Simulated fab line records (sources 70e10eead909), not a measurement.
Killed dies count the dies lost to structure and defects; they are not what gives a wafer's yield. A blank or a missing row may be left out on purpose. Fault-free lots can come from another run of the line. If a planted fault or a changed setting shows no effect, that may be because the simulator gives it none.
The tool behind it: which one?    flow nand harc    Sampling: 6 lots, 18 wafers, 3 of 1302 route steps

WHAT EACH GAUGE READ, for each wafer
NHARC_END_SORT_01.
lot   measured      on         killed at other
L369  day 30 18:14  prober-01  1 0 2
L375  day 35 09:43  prober-01  1 0 0

EACH LOT AND THE TOOL THAT RAN IT (in order: tool; ch and the chambers of the sampled wafers; start)
lot   NHARC_THIN_TSV_ETCHBACK_48          NHARC_THIN_TSV_ANNEAL_52
L356  rie diel-13 ch 0,1, day 24 19:14    rtp anneal-02 ch 0, day 24 21:00
L359  rie diel-02 ch 1,2,3, day 26 15:11  rtp anneal-02 ch 0, day 26 16:55
L366  rie diel-02 ch 0,2,3, day 28 14:35  rtp anneal-02 ch 0, day 28 16:21
L369  rie diel-02 ch 0,2,3, day 30 04:13  rtp anneal-01 ch 0, day 30 06:07
L373  rie diel-13 ch 0,1,2, day 32 17:23  rtp anneal-01 ch 0, day 32 19:07
L375  rie diel-13 ch 0,1,2, day 34 19:11  rtp anneal-01 ch 0, day 34 21:03
- NHARC_THIN_TSV_ETCHBACK_48: etches the open film in C4F8/Ar, target depth 1028.5 nm, time 405.17 s.
- NHARC_THIN_TSV_ANNEAL_52: time 90 s.

THE ANSWER, worked out from the rows above alone
Rule: the usual values come from the lots themselves. The widest of any qualifying gaps counts: lots, ordered by their means at a reading, are off when they make up no more than a third of the lots, leave a main group of 4 or more, and stand apart from it by 3 or more times the standard deviation of that group's means. A main group whose means are all the same, to the digits that the tables above print for the reading, isn't used. A lot without any number at a reading at which 4 lots or more have one is off too. Any other lot the step has rows for is counted as sound.
Across all readings shown, no lot is off: no conclusion can be drawn from this.

WHAT THE SIMULATOR HAD PUT IN
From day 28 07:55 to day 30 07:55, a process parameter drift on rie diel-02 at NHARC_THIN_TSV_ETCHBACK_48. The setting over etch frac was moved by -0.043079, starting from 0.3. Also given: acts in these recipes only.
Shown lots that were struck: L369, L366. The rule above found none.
